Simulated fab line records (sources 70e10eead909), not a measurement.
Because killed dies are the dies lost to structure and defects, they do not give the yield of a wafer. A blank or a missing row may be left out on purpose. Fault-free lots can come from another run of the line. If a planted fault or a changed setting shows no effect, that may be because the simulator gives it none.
Which of the tools did it? ; flow nand-harc ; 6 lots with 18 wafers sampled at 6 steps, on a route of 1302 steps

WHAT THE GAUGES SHOWED, per wafer
NHARC_END_SORT_01.
lot;measured;on;defect-limited-yield (%)
L469;day 25 07:28;prober-02;92.5 93.4 93.9
L480;day 30 14:42;prober-02;96.0 95.4 96.0
L485;day 31 23:03;prober-01;92.9 93.4 94.4

EACH LOT AND THE TOOL THAT RAN IT (in order: tool; ch and the chambers of the sampled wafers; start)
lot;NHARC_A_M1_PRE_CLEAN_30;NHARC_A_M1_ECD_22;NHARC_A_M1_ANNEAL_31;NHARC_A_M1_CMP_23;NHARC_A_BONDPAD_DEP_00
L467;pvd-sputter-03, day 23 13:28 or earlier;ecd-cu-02 ch 0,1, day 23 13:28;rtp-anneal-01 ch 0, day 23 13:55;cmp-04 ch 0,1, day 23 14:08;pecvd-02 ch 0,1,2, day 23 15:25
L469;pvd-sputter-02, day 23 20:55 or earlier;ecd-cu-01 ch 0,1, day 23 20:55;rtp-anneal-02 ch 0, day 23 21:14;cmp-02 ch 1,3, day 23 21:35;pecvd-02 ch 0,1, day 25 07:28 or earlier
L472;pvd-sputter-03, day 25 14:59 or earlier;ecd-cu-01 ch 0,1, day 25 14:59;rtp-anneal-01 ch 0, day 25 15:22;cmp-04 ch 0,1,2, day 25 15:38;pecvd-04 ch 0,1,2, day 25 16:50
L480;pvd-sputter-01, day 29 04:08 or earlier;ecd-cu-02 ch 0,1, day 29 04:08;rtp-anneal-01 ch 0, day 29 04:31;cmp-04 ch 0,3, day 29 04:45;pecvd-04 ch 0,1, day 29 06:01
L485;pvd-sputter-01, day 30 11:21 or earlier;ecd-cu-01 ch 0,1, day 30 11:21;rtp-anneal-02 ch 0, day 30 11:41;cmp-04 ch 0,2,3, day 30 12:05;pecvd-04 ch 0,2, day 30 13:22
L488;pvd-sputter-03, day 32 13:45 or earlier;ecd-cu-01 ch 0,1, day 32 13:45;rtp-anneal-01 ch 0, day 32 14:11;cmp-04 ch 0,1,3, day 32 14:30;pecvd-04 ch 0,1,2, day 32 15:43
- NHARC_A_M1_PRE_CLEAN_30: time 30 s.
- NHARC_A_M1_ECD_22: material Cu, target thk 400 nm.
- NHARC_A_M1_ANNEAL_31: time 90 s.
- NHARC_A_M1_CMP_23: polishes, t overpolish 20 s, target thk 154.34 nm.
- NHARC_A_BONDPAD_DEP_00: deposits SiCN, target thk 250 nm.

THE ANSWER, worked out from the rows above alone
Rule: the lots themselves supply what counts as usual. Put in order of their means at a reading, lots are off if they are a third of the lots or fewer, leave a main group of 4 or more, and stand apart from it by a gap of 3 or more times the standard deviation of the main group's means; of several such gaps the widest counts. A main group is skipped when, at the precision printed for the reading in the tables above, its means are all equal. A lot without any number at a reading at which 4 lots or more have one is off too. Any other lot the step has rows for is counted as sound.
Across all readings shown, no lot is off: no conclusion can be drawn from this.

WHAT HAD BEEN PUT IN BY THE SIMULATOR
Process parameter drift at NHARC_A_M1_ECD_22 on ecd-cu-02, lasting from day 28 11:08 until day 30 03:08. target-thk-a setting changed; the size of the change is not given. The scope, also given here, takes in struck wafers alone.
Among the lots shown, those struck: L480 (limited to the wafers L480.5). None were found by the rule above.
